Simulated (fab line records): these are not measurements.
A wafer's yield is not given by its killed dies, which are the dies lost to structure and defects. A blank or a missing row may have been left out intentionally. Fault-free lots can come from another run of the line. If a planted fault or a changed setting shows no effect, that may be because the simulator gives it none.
Split-lot experiment	flow n5-finfet	on a route of 1938 steps: 7 lots, 21 wafers read

THE SPLIT ITSELF
At N5_SD_EPI_N_ETCH_45 (etches SiOCN in CH3F/O2, target depth 6 nm), the setting target-depth-a was moved away from the recipe's 60 angstrom on 10 of the 21 wafers read, by -11.5% to -5.2%. The other wafers ran this setting at the recipe's value.

The reading comes from the split's own step.

THE READING
etch.depth-nm (the simulator's own value, which no gauge read), in nm, at N5_SD_EPI_N_ETCH_45 (etches SiOCN in CH3F/O2, target depth 6 nm). No usual value for it is given in the file. Average 5.984 nm, standard deviation 0.068 nm, over the 11 wafers here run with the recipe.

wafer	tool, chamber at the split	target-depth-a as run, angstrom	against the recipe	etch.depth-nm, nm	against lot-mates on the recipe
L075.2	rie-diel-03, 1	53.08	-11.5%	5.256	no lot-mate on the recipe
L075.3	rie-diel-03, 3	53.08	-11.5%	5.239	no lot-mate on the recipe
L075.4	rie-diel-03, 2	53.08	-11.5%	5.4	no lot-mate on the recipe
L077.3	rie-diel-04, 2	56.74	-5.4%	5.728	no lot-mate on the recipe
L077.4	rie-diel-04, 3	56.74	-5.4%	5.639	no lot-mate on the recipe
L077.6	rie-diel-04, 3	56.74	-5.4%	5.627	no lot-mate on the recipe
L080.3	rie-diel-01, 1	54.54	-9.1%	5.55	-0.544
L080.4	rie-diel-01, 3	54.54	-9.1%	5.526	-0.568
L080.6	rie-diel-01, 3	60	recipe	6.094	-
L084.1	rie-diel-04, 0	60	recipe	5.937	-
L084.3	rie-diel-04, 1	60	recipe	6.07	-
L084.5	rie-diel-04, 0	56.87	-5.2%	5.631	-0.373
L092.1	rie-diel-04, 2	60	recipe	5.931	-
L092.3	rie-diel-04, 3	60	recipe	5.883	-
L092.6	rie-diel-04, 2	60	recipe	5.952	-
L095.1	rie-diel-01, 0	60	recipe	6	-
L095.3	rie-diel-01, 2	60	recipe	5.997	-
L095.6	rie-diel-01, 1	60	recipe	6.085	-
L096.2	rie-diel-03, 0	60	recipe	5.955	-
L096.3	rie-diel-03, 1	54.96	-8.4%	5.431	-0.507
L096.4	rie-diel-03, 0	60	recipe	5.922	-

THE FIT
A straight line over all 21 wafers: etch.depth-nm changes by +0.0578 nm for each +1% of target-depth-a; r = +0.97; the points scatter about the line by 0.07 nm.
The same after taking each lot's own level away (the mean of its wafers on the recipe; 15 wafers): +0.0618 nm for each +1%; r = +0.99; scatter 0.039 nm.
On that fit, the largest move of target-depth-a shifts the reading by 0.71 nm.
The lots' own levels span 5.9220 to 6.0940 nm, that is 2.5 times the standard deviation above.
The two slopes are in agreement: the lot-to-lot level therefore moves the slope only a little.
Check: -0.573 nm against its lot-mates is what the line predicts for one of the wafers moved furthest among these (-9.1%) when that wafer is left out of the fit. Against them it came out at -0.544 nm.

OTHER SPLITS ON THESE WAFERS
These wafers also went through other splits before the reading. Each is held against what the fit with the lots' levels taken away leaves over:
other split on the same wafers	wafers away from the commonest value	r with etch.depth-nm (lot level and that fit taken away)
N5_FIN_SAQP_HM_DEP_03 time-s	7	+0.04
N5_FIN_SAQP_COAT_10 spin-rpm	10	-0.04
N5_FIN_SAQP_ETCH_64 bias-w	9	-0.04
N5_DUMMY_GATE_COAT_28 spin-rpm	3	+0.07
N5_DUMMY_GATE_COAT_09 spin-rpm	11	-0.19

FILE'S OWN FIT
etch.depth-nm changes by +0.0624 nm for each +1% of target-depth-a, r = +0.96.
